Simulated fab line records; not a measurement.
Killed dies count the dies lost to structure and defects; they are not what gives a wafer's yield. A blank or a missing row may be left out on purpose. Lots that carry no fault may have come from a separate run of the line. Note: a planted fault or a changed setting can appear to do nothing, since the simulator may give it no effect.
Comparing a struck lot with a sound one    flow n5_finfet    37 steps out of a route of 1938
Sound: the wafers L536.1, L536.3, L536.4. Struck: wafers L542.3, L542.4, L542.5. The cause is given at the end.
For every step that has rows: the tool of each side, followed by ch and its chambers, followed by its first start. Under that, the readings that differ: sound wafers    struck wafers    difference of the means    sigmas: that difference in standard deviations of wafers without a fault.
alike: readings with means less than 2 such deviations apart, plus words and numbers identical on both sides. not compared: withheld readings, readings lacking a value on some wafer, bounds such as >300 that could conceal the same value, and numbers that have no deviation in the record and whose values overlap.
A row with sigmas, a row that says differs or no value, or rows on one side alone: a step with any of these is where the two part. Numbers that have no deviation but don't overlap get no sigmas and don't part them. Lack of a reading on every wafer of one side parts them only where that side has two or more wafers.

first, 9 steps without rows for these wafers: N5_BEOL_M4_ANNEAL_95 (time 240 s); N5_BEOL_M4_SPUTTER_96 (material Cu, target thk 4.5 nm, time 8.29 s); N5_BEOL_M4_ECD_50 (material Cu, target thk 300 nm); N5_BEOL_M4_ANNEAL_51 (time 90 s); N5_BEOL_M4_CMP_52 (polishes, stops on SiOC, t overpolish 6.8 s, target thk 40 nm); N5_BEOL_M4_PRE_CLEAN_60 (time 15 s); N5_BEOL_M4_CO_CAP_55 (material Co, precursor CCTBA/H2, target thk 2 nm, time 102.1 s); N5_BEOL_M4_PRE_CLEAN_56 (time 15 s); N5_BEOL_M4_DEP_57 (deposits SiCN from 3MS/NH3, target thk 8 nm, time 14 s).
N5_BEOL_M4_RC_MEAS_101:
  sound on prober-01 ch 0, day 9 23:56; struck on prober-02 ch 0, day 11 21:20
reading        sound        struck       difference  sigmas
ION_N (uA/um)  705 697 697  668 675 676  -27         -2
ION_P (uA/um)  479 482 478  460 464 460  -18         -2
  alike: DIBL_N, DIBL_P, IOFF_N, IOFF_P, SS_N, SS_P, VT_N, VT_P
then, 24 steps without rows for these wafers: N5_BEOL_M5_ILD_DEP_00 (deposits SiCOH lowk from DEMS/porogen, target thk 140.64 nm, time 25.9 s); N5_BEOL_M5_CURE_79 (cures SiCOH lowk, time 240 s); N5_BEOL_M5_PECVD_70 (deposits SiO2 from TEOS/O2, target thk 16 nm, time 18 s); N5_BEOL_M5_HM_DEP_02 (deposits TiN, target thk 20 nm); N5_BEOL_M5_COAT_59 (time 60 s, resist thk 60 nm); N5_BEOL_M5_COAT_60 (time 60 s, resist thk 12 nm); N5_BEOL_M5_COAT_71 (time 60 s, resist thk 5 nm); N5_BEOL_M5_COAT_05 (resist thk 30 nm); N5_BEOL_M5_EBR_07; N5_BEOL_M5_SOFTBAKE_06 (time 60 s); N5_BEOL_M5_EXPOSE_08 (exposes mask M5, target cd 28 nm); N5_BEOL_M5_PEB_09 (peb time 60 s); N5_BEOL_M5_DEVELOP_10 (develop time 30 s); N5_BEOL_M5_DESCUM_16 (chemistry O2, time 7 s); N5_BEOL_M5_ETCH_72 (etches underlayer in N2/H2, target depth 6.5 nm, time 5.2 s); N5_BEOL_M5_ETCH_61 (etches SiARC in CF4, target depth 15.6 nm, time 26 s); N5_BEOL_M5_ETCH_62 (etches SOC in N2/H2, target depth 75 nm, overetch 15 nm, time 112.5 s); N5_BEOL_M5_STRIP_63 (strips in N2/H2); N5_BEOL_M5_STRIP_73 (strips in N2/H2); N5_BEOL_M5_STRIP_64 (strips in CF4); N5_BEOL_M5_HM_OPEN_17 (chemistry Cl2/BCl3, target TiN, target depth 20 nm, overetch 6 nm); N5_BEOL_M5_STRIP_19 (strips in O2); N5_BEOL_M5_COAT_65 (time 60 s, resist thk 60 nm); N5_BEOL_M5_COAT_66 (time 60 s, resist thk 12 nm).
N5_BEOL_M8_ILD_DEP_00: deposits SiCOH lowk from DEMS/porogen, target thk 179.75 nm, time 33.4 s.
  sound on pecvd-02 ch 0,1, day 11 05:12; struck on pecvd-04 ch 0,2, day 13 03:58
  no value came back on the struck wafers for any of 5 readings (chamber_pressure_Torr (Torr), heater_power_outer_w (W) and others); on the sound wafers chamber_pressure_Torr (Torr) reads 5.003 5.010 5.015
N5_BEOL_M8_OCD_MEAS_38:
  sound: ocd-02 at day 11 09:40; struck: ocd-01 at day 13 09:49
reading               sound           struck  difference                     sigmas
trench_depth_nm (nm)  93.0 93.5 93.4  - - -   no value on the struck wafers  
-- the record jumps here: 3 days lie between the struck wafers' starts before and after (it left off in module BEOL_M8 and takes up again in module PASSIVATION, whose first step shown is number 1936 of the route) --
N5_PASSIVATION_PROBE_49:
  the record has rows for the struck wafers here (prober-01, day 16 07:05) and none for the sound ones

## WHERE THEY PART
Earliest at N5_BEOL_M4_RC_MEAS_101; latest, in this record, at N5_PASSIVATION_PROBE_49.

WHY: what the simulator had put in
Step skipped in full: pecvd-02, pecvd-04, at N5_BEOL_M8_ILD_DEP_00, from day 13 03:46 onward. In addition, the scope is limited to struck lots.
